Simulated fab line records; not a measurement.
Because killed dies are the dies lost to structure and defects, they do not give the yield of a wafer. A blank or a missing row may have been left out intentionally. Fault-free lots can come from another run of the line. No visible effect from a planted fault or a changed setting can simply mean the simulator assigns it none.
Struck lot and sound lot, side by side ; flow nandHarc ; 15 out of 1302 route steps
Sound: wafers L555.1, L555.2, L555.6. Struck: wafer L564.5. The cause is named last.
Per side, at each step with rows, come the tool, then ch with its chambers, and then its first start. Under that, the readings that differ: sound wafers ; struck wafers ; difference of the means ; sigmas: that difference in standard deviations of wafers without a fault.
alike: a reading whose means differ by less than 2 such deviations, as well as words and numbers matching on both sides. not compared: withheld readings; readings where some wafer has no value; bounds like >300 that might hide an equal value; numbers whose values overlap and for which the record gives no deviation.
A row with sigmas, a row that says differs or no value, or rows on one side alone: a step with any of these is where the two part. Numbers that don't overlap but have no deviation are shown without sigmas and don't part them. A reading missing from all wafers of one side parts the sides only when that side holds two or more wafers.

first, 4 steps without rows for these wafers: NHARC_A_BONDPAD_EBR_05; NHARC_A_BONDPAD_EXPOSE_06 (exposes mask A BPAD); NHARC_A_BONDPAD_PEB_07 (peb time 80 s); NHARC_A_BONDPAD_DEVELOP_08 (time 50 s).
NHARC_A_BONDPAD_CD_MEAS_09: target cd 500 nm.
  sound on cdSem-02 ch 0, day 28 02:20; struck on cdSem-01 ch 0, day 31 02:19
  alike: cdNm
NHARC_A_BONDPAD_OVL_MEAS_35:
  sound: overlay-01 at day 28 02:26; struck: overlay-01 at day 31 02:24
  alike: overlayXNm, overlayYNm
then, 1 step without rows for these wafers: NHARC_A_BONDPAD_HARDBAKE_10 (time 65 s).
NHARC_A_BONDPAD_DESCUM_11: chemistry O2, time 3 s.
  sound on rieDiel-12 ch 0,1,2, day 28 02:34; struck on rieDiel-03 ch 0, day 31 02:33
reading;sound;struck;difference;sigmas
showerheadPlenumPTorr (Torr);1.79 1.95 1.85;2.06;+0.20;+2
  alike: drypumpMotorCurrentA, o2FlowSccm, oesProductAu, rfVppV, throttleValvePct
  not compared: rfHoursCounterH
NHARC_A_BONDPAD_ETCH_34: etches the open film in N2/H2, target depth 60 nm, overetch 18 nm, time 65.91 s.
  sound on rieDiel-12 ch 1,2,3, day 28 02:38; struck on rieDiel-03 ch 2, day 31 02:38
  alike: biasW, chamberPressureMTorr, drypumpMotorCurrentA, oesProductAu, rfVppV, showerheadPlenumPTorr, throttleValvePct
  not compared: rfHoursCounterH
NHARC_A_BONDPAD_ETCH_12: etches the open film in CHF3/O2, target depth 220 nm, time 110 s.
  sound on rieDiel-12 ch 0,1; struck on rieDiel-03 ch 1
reading;sound;struck;difference;sigmas
oesProductAu (a.u.);0.998 0.992 0.999;0.926;-0.070;-3
  alike: biasW, chamberPressureMTorr, drypumpMotorCurrentA, o2FlowSccm, rfVppV, showerheadPlenumPTorr, throttleValvePct
  not compared: rfHoursCounterH
NHARC_A_BONDPAD_CD_MEAS_13:
  sound: cdSem-02 at day 28 02:52; struck: cdSem-01 at day 31 02:51
  alike: cdNm
NHARC_A_BONDPAD_STRIP_15: strips in O2.
  sound on rieDiel-12 ch 0,1,2, day 28 02:56; struck on rieDiel-12 ch 3, day 31 02:59
  alike: drypumpMotorCurrentA, o2FlowSccm, oesProductAu, rfVppV, showerheadPlenumPTorr, throttleValvePct
  not compared: rfHoursCounterH
NHARC_A_BONDPAD_ETCH_24: etches the open film in CF4/N2, target depth 30 nm, time 72.99 s.
  sound on rieDiel-12 ch 0,1,2, day 28 03:07; struck on rieDiel-12 ch 1, day 31 03:05
  not compared: biasW, cf4FlowSccm, drypumpMotorCurrentA, oesProductAu, rfHoursCounterH, rfVppV, showerheadPlenumPTorr, throttleValvePct
then, 1 step without rows for these wafers: NHARC_A_BONDPAD_STRIP_16 (strips in post etch residue remover, time 600 s).
NHARC_END_SORT_01:
  here the record holds rows for the struck wafers (prober-01 ch 0, day 32 19:10) but none for the sound ones

== WHERE THEY PART ==
First at NHARC_A_BONDPAD_DESCUM_11; last, within this record, at NHARC_END_SORT_01.

WHY: what had been put in by the simulator
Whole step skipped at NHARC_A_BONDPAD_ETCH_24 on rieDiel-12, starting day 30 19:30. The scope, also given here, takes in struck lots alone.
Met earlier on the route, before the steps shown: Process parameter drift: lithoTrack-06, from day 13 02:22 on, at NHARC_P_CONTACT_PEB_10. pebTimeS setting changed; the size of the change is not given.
